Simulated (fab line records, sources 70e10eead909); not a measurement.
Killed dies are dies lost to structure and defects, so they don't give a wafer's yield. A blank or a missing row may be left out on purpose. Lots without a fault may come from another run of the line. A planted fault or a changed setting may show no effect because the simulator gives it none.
One fault seen from 2 desks | flow nand_harc | each desk has only its own numbers; what lay behind them comes last

THE DEFECT DESK
What the inspections along the route counted, lot by lot: means of the sampled wafers that have a number. A lot is out of limits, marked OUT, if its mean lies more than 4 standard deviations from the usual mean; the brackets give that distance.
Columns: A = raw_defect_count at NHARC_A_CONTACT_INSPECT_44, usual 27
lot  | first seen here | A
L707 | day 16 15:51    | 12
L709 | day 16 19:46    | 31
L708 | day 16 20:09    | 18
L710 | day 17 06:07    | 7
L715 | day 18 12:53    | 22
L718 | day 19 03:52    | 45
L722 | day 20 10:08    | 11
L723 | day 20 11:17    | 52
L725 | day 20 19:29    | 10
L724 | day 20 19:53    | 51
L726 | day 21 02:52    | 53
L729 | day 21 23:03    | 14
This desk's finding: nothing out of limits on any of the 12 lots.

THE TOOL OWNER'S DESK: rie_diel-05
The tool's own readings at NHARC_A_CONTACT_ETCH_51 (etches the open film in O2/COS, target depth 3600 nm, time 936 s): means of the sampled wafers that have a number, for each lot that ran on this tool. A lot is out of limits, marked OUT, if its mean lies more than 4 standard deviations from the usual mean; the brackets give that distance.
Columns: A = cos_flow_sccm at NHARC_A_CONTACT_ETCH_51, usual 20.00 sccm; B = drypump_motor_current_A at NHARC_A_CONTACT_ETCH_51, usual 5.7 A; C = oes_product_au at NHARC_A_CONTACT_ETCH_51, usual 1.001 a.u.; D = rf_fwd_power_W at NHARC_A_CONTACT_ETCH_51, usual 499.5 W; E = rf_vpp_V at NHARC_A_CONTACT_ETCH_51, usual 314.0 V; F = showerhead_plenum_p_Torr at NHARC_A_CONTACT_ETCH_51, usual 3.11 Torr; G = throttle_valve_pct at NHARC_A_CONTACT_ETCH_51, usual 28.332 %
lot  | first seen here | A     | B   | C               | D     | E     | F    | G
L718 | day 19 04:36    | 19.97 | 5.5 | 0.997           | 499.4 | 316.0 | 3.27 | 28.329
L722 | day 20 10:56    | 20.03 | 5.9 | 1.001           | 498.9 | 316.2 | 3.24 | 28.334
L723 | day 20 12:01    | 20.09 | 5.9 | 1.294 (+33) OUT | 500.6 | 316.3 | 3.24 | 28.329
L724 | day 20 20:43    | 20.03 | 5.5 | 1.293 (+32) OUT | 499.2 | 316.2 | 3.26 | 28.332
L726 | day 21 03:58    | 20.03 | 5.5 | 1.293 (+32) OUT | 499.8 | 316.2 | 3.19 | 28.343
This desk's finding: out of limits on L723, L724, L726; first on L723, day 20 12:01 (oes_product_au at NHARC_A_CONTACT_ETCH_51). In limits: L718, L722.

PUT TOGETHER
The tool owner's desk could have raised an alarm at day 20 12:01, on L723, L724, L726.
The defect desk saw nothing out of limits.
The defect desk has L723, L724, L726 on record, within its limits.
Of the lots named, all ran NHARC_A_CONTACT_ETCH_51 on rie_diel-05.

WHAT THE SIMULATOR HAD PUT IN
Process parameter drift: rie_diel-05, from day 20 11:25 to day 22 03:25, at NHARC_A_CONTACT_ETCH_51. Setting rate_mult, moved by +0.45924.
Lots struck among those shown: L723, L724, L726.
Hours from the fault's start to each desk's first reading out of limits: the tool owner's desk, 1.
